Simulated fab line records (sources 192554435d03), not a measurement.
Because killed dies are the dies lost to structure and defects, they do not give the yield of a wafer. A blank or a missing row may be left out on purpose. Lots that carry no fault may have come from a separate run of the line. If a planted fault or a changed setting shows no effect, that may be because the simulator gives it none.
Matching of chambers :: flow n5-finfet :: N5_BEOL_M8_DESCUM_16 on rie-diel-02: 4 sister chambers
The step chemistry O2, time 7.9 s. 4 wafers are shown with their chamber, then 8 later ones without.

## EACH WAFER AND ITS CHAMBER
wafer: L084.2
chamber: 3
showerhead-plenum-p-Torr (Torr): 2.21

wafer: L089.4
chamber: 0
showerhead-plenum-p-Torr (Torr): 2.14

wafer: L089.5
chamber: 1
showerhead-plenum-p-Torr (Torr): 2.05

wafer: L094.3
chamber: 2
showerhead-plenum-p-Torr (Torr): 2.02

## WAFERS WITH NO CHAMBER GIVEN
wafer: L094.5
showerhead-plenum-p-Torr (Torr): 2.13

wafer: L094.6
showerhead-plenum-p-Torr (Torr): 2.05

wafer: L092.1
showerhead-plenum-p-Torr (Torr): 2.13

wafer: L092.4
showerhead-plenum-p-Torr (Torr): 2.05

wafer: L092.5
showerhead-plenum-p-Torr (Torr): 2.13

wafer: L096.1
showerhead-plenum-p-Torr (Torr): 2.13

wafer: L096.3
showerhead-plenum-p-Torr (Torr): 2.01

wafer: L096.4
showerhead-plenum-p-Torr (Torr): 2.04

## WHICH CHAMBER EACH WENT THROUGH
wafer: L094.5
from the rows above: 0
in truth: 0

wafer: L094.6
from the rows above: 1
in truth: 1

wafer: L092.1
from the rows above: 0
in truth: 0

wafer: L092.4
from the rows above: 1
in truth: 1

wafer: L092.5
from the rows above: 0
in truth: 0

wafer: L096.1
from the rows above: 0
in truth: 0

wafer: L096.3
from the rows above: 2
in truth: 2

wafer: L096.4
from the rows above: can't be placed: 1 or 2
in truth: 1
Correctly placed: 7 of 8. From these rows, 1 cannot be placed; in 1 the true chamber is one of the candidates. Number placed wrongly: 0.
How it was worked out, from the rows above alone: a wafer's distance from a chamber is the root of the sum, over the readings, of the square of ((its reading less the chamber's mean) divided by the reading's scatter). If the next closest chamber is less than 2 further off than the closest, the wafer can't be placed; otherwise it belongs to the closest. Each chamber's mean is taken over the wafers shown for it. The scatter (one wafer shown for each chamber): square how far every hidden wafer sits from the nearest shown wafer, average those squares and take the square root.
